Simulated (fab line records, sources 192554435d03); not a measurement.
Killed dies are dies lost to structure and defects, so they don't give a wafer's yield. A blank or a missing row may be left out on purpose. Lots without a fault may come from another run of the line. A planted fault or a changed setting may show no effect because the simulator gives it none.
Which tool did it? | flow n5_finfet | 24 lots, 72 wafers sampled, at 4 steps of a route of 1938

WHAT THE GAUGES READ, wafer by wafer
N5_BEOL_M0_RS_MEAS_126: measures by four-point-probe.
lot  | measured     | on            | M0_RS (ohm/sq)
L074 | day 6 00:22  | film_metro-02 | 0.532 0.526 0.540
L075 | day 6 04:11  | film_metro-02 | 0.565 0.531 0.582
L076 | day 6 06:04  | film_metro-01 | 0.536 0.528 0.535
L078 | day 6 22:52  | film_metro-01 | 0.531 0.546 0.531
L077 | day 6 23:09  | film_metro-01 | 0.539 0.525 0.495
L079 | day 7 11:01  | film_metro-01 | 0.506 0.536 0.478
L080 | day 7 22:16  | film_metro-02 | 0.584 0.499 0.521
L081 | day 7 22:38  | film_metro-02 | 0.575 0.552 0.545
L082 | day 8 08:55  | film_metro-01 | 0.540 0.528 0.517
L083 | day 8 16:23  | film_metro-02 | 0.544 0.544 0.560
L085 | day 8 16:31  | film_metro-02 | 0.559 0.504 0.505
L084 | day 8 19:49  | film_metro-01 | 0.553 0.495 0.517
L086 | day 9 00:46  | film_metro-01 | 0.551 0.480 0.497
L088 | day 9 13:08  | film_metro-01 | 0.540 0.539 0.506
L087 | day 9 18:36  | film_metro-01 | 0.548 0.530 0.559
L089 | day 10 03:41 | film_metro-01 | 0.521 0.532 0.521
L090 | day 10 09:53 | film_metro-01 | 0.585 0.533 0.519
L091 | day 10 15:37 | film_metro-02 | 0.586 0.531 0.527
L092 | day 11 02:34 | film_metro-02 | 0.590 0.497 0.520
L094 | day 11 03:15 | film_metro-02 | 0.582 0.543 0.562
L093 | day 11 04:47 | film_metro-01 | 0.550 0.542 0.529
L096 | day 11 12:23 | film_metro-01 | 0.573 0.534 0.542
L095 | day 11 13:22 | film_metro-02 | 0.500 0.501 0.531
L097 | day 11 21:41 | film_metro-02 | 0.517 0.570 0.548

WHICH TOOL RAN EACH LOT (tool, then ch and the chambers of the sampled wafers, then the start)
lot  | N5_BEOL_M0_ETCH_109                | N5_BEOL_M0_DEGAS_112         | N5_BEOL_M0_ANNEAL_117
L074 | rie_diel-05 ch 0,3, day 5 20:08    | pvd_sputter-03, day 5 20:25  | pvd_sputter-03, day 5 22:58
L075 | rie_diel-06 ch 0,3, day 6 00:24    | pvd_sputter-01, day 6 00:58  | pvd_sputter-01, day 6 02:08
L076 | rie_diel-06 ch 2,3, day 6 01:08    | pvd_sputter-01, day 6 01:44  | pvd_sputter-03, day 6 04:11
L078 | rie_diel-06 ch 1,2,3, day 6 14:22  | pvd_sputter-03, day 6 19:42  | pvd_sputter-03, day 6 20:59
L077 | rie_diel-06 ch 2,3, day 6 14:30    | pvd_sputter-03, day 6 20:06  | pvd_sputter-03, day 6 21:25
L079 | rie_diel-04 ch 0,1,3, day 7 06:59  | pvd_sputter-01, day 7 07:19  | pvd_sputter-01, day 7 09:41
L080 | rie_diel-05 ch 1,2,3, day 7 19:23  | pvd_sputter-01, day 7 20:11  | pvd_sputter-02, day 7 20:52
L081 | rie_diel-04 ch 0,2,3, day 7 19:43  | pvd_sputter-01, day 7 20:37  | pvd_sputter-01, day 7 21:14
L082 | rie_diel-05 ch 1,2,3, day 8 05:47  | pvd_sputter-01, day 8 06:18  | pvd_sputter-03, day 8 07:34
L083 | rie_diel-06 ch 1,2,3, day 8 13:13  | pvd_sputter-02, day 8 13:59  | pvd_sputter-03, day 8 14:47
L085 | rie_diel-06 ch 0,1,2, day 8 13:21  | pvd_sputter-03, day 8 14:01  | pvd_sputter-02, day 8 14:50
L084 | rie_diel-04 ch 0,1,3, day 8 17:09  | pvd_sputter-03, day 8 17:41  | pvd_sputter-03, day 8 18:29
L086 | rie_diel-05 ch 1,2, day 8 22:04    | pvd_sputter-03, day 8 22:40  | pvd_sputter-03, day 8 23:25
L088 | rie_diel-04 ch 1,2,3, day 9 08:46  | pvd_sputter-01, day 9 09:22  | pvd_sputter-03, day 9 11:46
L087 | rie_diel-04 ch 1,2, day 9 14:47    | pvd_sputter-01, day 9 14:57  | pvd_sputter-02, day 9 17:16
L089 | rie_diel-05 ch 1,2,3, day 9 23:10  | pvd_sputter-01, day 9 23:59  | pvd_sputter-02, day 10 02:20
L090 | rie_diel-06 ch 0,1,2, day 10 05:22 | pvd_sputter-03, day 10 07:23 | pvd_sputter-03, day 10 08:12
L091 | rie_diel-05 ch 0,1,2, day 10 12:31 | pvd_sputter-01, day 10 13:05 | pvd_sputter-01, day 10 14:07
L092 | rie_diel-04 ch 2,3, day 10 22:44   | pvd_sputter-03, day 10 23:07 | pvd_sputter-02, day 11 01:01
L094 | rie_diel-05 ch 0,1, day 10 23:23   | pvd_sputter-01, day 11 01:18 | pvd_sputter-02, day 11 01:55
L093 | rie_diel-05 ch 0,2, day 11 02:15   | pvd_sputter-01, day 11 02:29 | pvd_sputter-01, day 11 03:26
L096 | rie_diel-05 ch 0,1, day 11 09:17   | pvd_sputter-01, day 11 09:34 | pvd_sputter-02, day 11 10:28
L095 | rie_diel-04 ch 0,2,3, day 11 09:22 | pvd_sputter-03, day 11 09:50 | pvd_sputter-03, day 11 12:02
L097 | rie_diel-05 ch 0,2, day 11 18:10   | pvd_sputter-03, day 11 19:24 | pvd_sputter-03, day 11 20:18
- N5_BEOL_M0_ETCH_109: etches SiCN in CH3F/O2, target depth 8 nm, overetch 2.4 nm, time 27.4 s.
- N5_BEOL_M0_DEGAS_112: time 60 s.
- N5_BEOL_M0_ANNEAL_117: time 60 s.

WHAT THE TOOLS THEMSELVES READ (means of the sampled wafers that have a number; where no wafer has one, the mark that the record gives instead)
N5_BEOL_M0_ETCH_109.
lot  | tool        | drypump_motor_current_A (A) | oes_product_au (a.u.) | rf_vpp_V (V) | showerhead_plenum_p_Torr (Torr) | throttle_valve_pct (%)
L074 | rie_diel-05 | 6.1                         | 0.75                  | 299.0        | 2.10                            | 15.9
L075 | rie_diel-06 | 5.9                         | 0.65                  | 299.5        | 2.08                            | 16.5
L076 | rie_diel-06 | 5.6                         | 0.60                  | 297.1        | 2.01                            | 16.3
L078 | rie_diel-06 | 5.8                         | 0.65                  | 298.3        | 2.05                            | 16.2
L077 | rie_diel-06 | 5.3                         | 0.63                  | 298.8        | 2.04                            | 16.3
L079 | rie_diel-04 | 5.7                         | 0.69                  | 297.5        | 2.01                            | 16.2
L080 | rie_diel-05 | 5.7                         | 0.65                  | 298.0        | 2.03                            | 16.3
L081 | rie_diel-04 | 5.9                         | 0.71                  | 298.5        | 2.03                            | 16.3
L082 | rie_diel-05 | 5.7                         | 0.67                  | 297.8        | 2.03                            | 16.3
L083 | rie_diel-06 | 5.8                         | 0.73                  | 298.3        | 2.05                            | 16.1
L085 | rie_diel-06 | 6.3                         | 0.73                  | 297.8        | 2.06                            | 16.3
L084 | rie_diel-04 | 5.7                         | 0.67                  | 297.3        | 2.01                            | 16.2
L086 | rie_diel-05 | 5.7                         | 0.65                  | 299.0        | 2.05                            | 16.5
L088 | rie_diel-04 | 6.1                         | 0.65                  | 298.4        | 2.06                            | 16.2
L087 | rie_diel-04 | 6.1                         | 0.65                  | 299.5        | 2.09                            | 16.4
L089 | rie_diel-05 | 5.7                         | 0.65                  | 298.3        | 2.03                            | 16.3
L090 | rie_diel-06 | 6.2                         | 0.70                  | 298.1        | 2.05                            | 16.3
L091 | rie_diel-05 | 5.8                         | 0.68                  | 298.2        | 2.04                            | 16.2
L092 | rie_diel-04 | 6.3                         | 0.69                  | 298.1        | 2.04                            | 16.1
L094 | rie_diel-05 | 6.1                         | 0.69                  | 299.5        | 2.10                            | 16.2
L093 | rie_diel-05 | 5.9                         | 0.73                  | 298.6        | 2.04                            | 15.9
L096 | rie_diel-05 | 6.0                         | 0.65                  | 299.3        | 2.09                            | 16.6
L095 | rie_diel-04 | 5.8                         | 0.69                  | 296.9        | 2.02                            | 16.3
L097 | rie_diel-05 | 5.9                         | 0.71                  | 298.6        | 2.04                            | 16.0

N5_BEOL_M0_DEGAS_112.
lot  | tool           | heater_power_w (W)
L074 | pvd_sputter-03 | 367
L075 | pvd_sputter-01 | 378
L076 | pvd_sputter-01 | 392
L078 | pvd_sputter-03 | 386
L077 | pvd_sputter-03 | 375
L079 | pvd_sputter-01 | 371
L080 | pvd_sputter-01 | 386
L081 | pvd_sputter-01 | 395
L082 | pvd_sputter-01 | 376
L083 | pvd_sputter-02 | 338
L085 | pvd_sputter-03 | 366
L084 | pvd_sputter-03 | 375
L086 | pvd_sputter-03 | 341
L088 | pvd_sputter-01 | 396
L087 | pvd_sputter-01 | 403
L089 | pvd_sputter-01 | 380
L090 | pvd_sputter-03 | 348
L091 | pvd_sputter-01 | 359
L092 | pvd_sputter-03 | 362
L094 | pvd_sputter-01 | 357
L093 | pvd_sputter-01 | 375
L096 | pvd_sputter-01 | 385
L095 | pvd_sputter-03 | 348
L097 | pvd_sputter-03 | 347

N5_BEOL_M0_ANNEAL_117.
lot  | tool           | heater_power_w (W) | susceptor_temp_C_max
L074 | pvd_sputter-03 | 851                | 401.1
L075 | pvd_sputter-01 | 981                | 400.6
L076 | pvd_sputter-03 | 913                | 401.0
L078 | pvd_sputter-03 | 917                | 400.9
L077 | pvd_sputter-03 | 931                | 401.2
L079 | pvd_sputter-01 | 940                | 401.0
L080 | pvd_sputter-02 | 850                | 400.9
L081 | pvd_sputter-01 | 926                | 401.3
L082 | pvd_sputter-03 | 853                | 401.5
L083 | pvd_sputter-03 | 903                | 401.0
L085 | pvd_sputter-02 | 847                | 400.7
L084 | pvd_sputter-03 | 891                | 400.8
L086 | pvd_sputter-03 | 923                | 401.3
L088 | pvd_sputter-03 | 954                | 401.5
L087 | pvd_sputter-02 | 860                | 400.4
L089 | pvd_sputter-02 | 853                | 400.9
L090 | pvd_sputter-03 | 904                | 401.0
L091 | pvd_sputter-01 | 940                | 401.2
L092 | pvd_sputter-02 | 868                | 401.1
L094 | pvd_sputter-02 | 849                | 400.8
L093 | pvd_sputter-01 | 1017               | 400.7
L096 | pvd_sputter-02 | 856                | 400.8
L095 | pvd_sputter-03 | 855                | 400.7
L097 | pvd_sputter-03 | 969                | 401.0

THE ANSWER, worked out from the rows above alone
Rule: what is usual is taken from the lots themselves. Put in order of their means at a reading, lots are off if they are a third of the lots or fewer, leave a main group of 4 or more, and stand apart from it by a gap of 3 or more times the standard deviation of the main group's means; of several such gaps the widest counts. A main group whose means are all the same, to the digits that the tables above print for the reading, isn't used. A lot without any number at a reading at which 4 lots or more have one is off too. The other lots that the step has rows for count as sound. The gauges are gone through in route order, then the tools' own readings, and for those a lot's mean is taken as printed above. The first step at which some lot is off is used, and at that step the reading that is off furthest; a lot without a number counts as furthest.
No lot is off at any reading shown: from this, nothing can be told.

WHAT THE SIMULATOR HAD PUT IN
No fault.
